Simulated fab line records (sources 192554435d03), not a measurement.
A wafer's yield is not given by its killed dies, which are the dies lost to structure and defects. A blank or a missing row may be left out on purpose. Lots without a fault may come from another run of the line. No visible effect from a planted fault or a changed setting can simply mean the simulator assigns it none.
Matching of chambers / flow n5-finfet / N5_HKMG_FIN_ALD_79 on ald-metal-01: 4 sister chambers
The step deposits TiN, target thk 1.5 nm, pulse time 1 s, purge time 3 s. 16 wafers are shown with their chamber, then 8 later ones without.

WAFERS WITH THEIR CHAMBER
wafer=L075.2; chamber=3; heater-power-w (W)=771; chamber-pressure-Torr (Torr)=2.997; precursor-pulse-height-rel=0.968
wafer=L075.3; chamber=2; heater-power-w (W)=949; chamber-pressure-Torr (Torr)=2.992; precursor-pulse-height-rel=0.958
wafer=L075.4; chamber=0; heater-power-w (W)=742; chamber-pressure-Torr (Torr)=3.000; precursor-pulse-height-rel=1.001
wafer=L076.1; chamber=2; heater-power-w (W)=951; chamber-pressure-Torr (Torr)=3.000; precursor-pulse-height-rel=1.010
wafer=L076.2; chamber=1; heater-power-w (W)=906; chamber-pressure-Torr (Torr)=2.992; precursor-pulse-height-rel=1.005
wafer=L076.4; chamber=3; heater-power-w (W)=742; chamber-pressure-Torr (Torr)=3.009; precursor-pulse-height-rel=1.011
wafer=L077.1; chamber=2; heater-power-w (W)=935; chamber-pressure-Torr (Torr)=3.000; precursor-pulse-height-rel=0.992
wafer=L077.2; chamber=3; heater-power-w (W)=729; chamber-pressure-Torr (Torr)=2.999; precursor-pulse-height-rel=1.010
wafer=L077.5; chamber=3; heater-power-w (W)=759; chamber-pressure-Torr (Torr)=3.001; precursor-pulse-height-rel=0.978
wafer=L081.1; chamber=2; heater-power-w (W)=931; chamber-pressure-Torr (Torr)=2.990; precursor-pulse-height-rel=0.983
wafer=L081.3; chamber=1; heater-power-w (W)=899; chamber-pressure-Torr (Torr)=2.982; precursor-pulse-height-rel=1.001
wafer=L081.6; chamber=3; heater-power-w (W)=761; chamber-pressure-Torr (Torr)=3.015; precursor-pulse-height-rel=0.991
wafer=L087.2; chamber=2; heater-power-w (W)=958; chamber-pressure-Torr (Torr)=3.007; precursor-pulse-height-rel=0.998
wafer=L087.3; chamber=0; heater-power-w (W)=745; chamber-pressure-Torr (Torr)=2.997; precursor-pulse-height-rel=1.012
wafer=L087.5; chamber=0; heater-power-w (W)=774; chamber-pressure-Torr (Torr)=2.993; precursor-pulse-height-rel=0.985
wafer=L093.1; chamber=3; heater-power-w (W)=751; chamber-pressure-Torr (Torr)=3.004; precursor-pulse-height-rel=1.002

SIGNATURES (averages over the wafers above)
reading=heater-power-w; chamber 0=753.67; chamber 1=902.50; chamber 2=944.80; chamber 3=752.17; scatter within a chamber=13.8
reading=chamber-pressure-Torr; chamber 0=2.99667; chamber 1=2.98700; chamber 2=2.99780; chamber 3=3.00417; scatter within a chamber=0.00641
reading=precursor-pulse-height-rel; chamber 0=0.99933; chamber 1=1.00300; chamber 2=0.98820; chamber 3=0.99333; scatter within a chamber=0.017
Rule: a wafer's distance from a chamber is the root of the sum, over the readings, of the square of ((its reading less the chamber's mean) divided by the reading's scatter). If the next closest chamber is less than 2 further off than the closest, the wafer can't be placed; otherwise it belongs to the closest. The scatter: the root of (the sum of the squares of (reading less its chamber's mean) over the shown wafers, divided by (wafers less chambers)).

WAFERS WITH NO CHAMBER GIVEN
wafer=L093.3; heater-power-w (W)=780; chamber-pressure-Torr (Torr)=3.005; precursor-pulse-height-rel=0.985
wafer=L093.5; heater-power-w (W)=751; chamber-pressure-Torr (Torr)=2.998; precursor-pulse-height-rel=0.987
wafer=L096.1; heater-power-w (W)=736; chamber-pressure-Torr (Torr)=2.992; precursor-pulse-height-rel=1.007
wafer=L096.2; heater-power-w (W)=958; chamber-pressure-Torr (Torr)=3.008; precursor-pulse-height-rel=1.007
wafer=L096.3; heater-power-w (W)=737; chamber-pressure-Torr (Torr)=3.005; precursor-pulse-height-rel=1.003
wafer=L095.1; heater-power-w (W)=956; chamber-pressure-Torr (Torr)=2.994; precursor-pulse-height-rel=0.990
wafer=L095.2; heater-power-w (W)=746; chamber-pressure-Torr (Torr)=3.001; precursor-pulse-height-rel=0.969
wafer=L095.4; heater-power-w (W)=891; chamber-pressure-Torr (Torr)=2.999; precursor-pulse-height-rel=1.005

THE CHAMBER EACH PASSED THROUGH
wafer=L093.3; from the rows above=can't be placed: 3 or 0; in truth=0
wafer=L093.5; from the rows above=can't be placed: 0 or 3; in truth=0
wafer=L096.1; from the rows above=can't be placed: 0 or 3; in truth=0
wafer=L096.2; from the rows above=2; in truth=2
wafer=L096.3; from the rows above=can't be placed: 3 or 0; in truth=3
wafer=L095.1; from the rows above=2; in truth=2
wafer=L095.2; from the rows above=can't be placed: 3 or 0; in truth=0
wafer=L095.4; from the rows above=can't be placed: 1 or 2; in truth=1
Correct placement for 2 of the 8. Not placeable from these rows: 6 (in 6, the candidates include the true chamber). Number placed wrongly: 0.
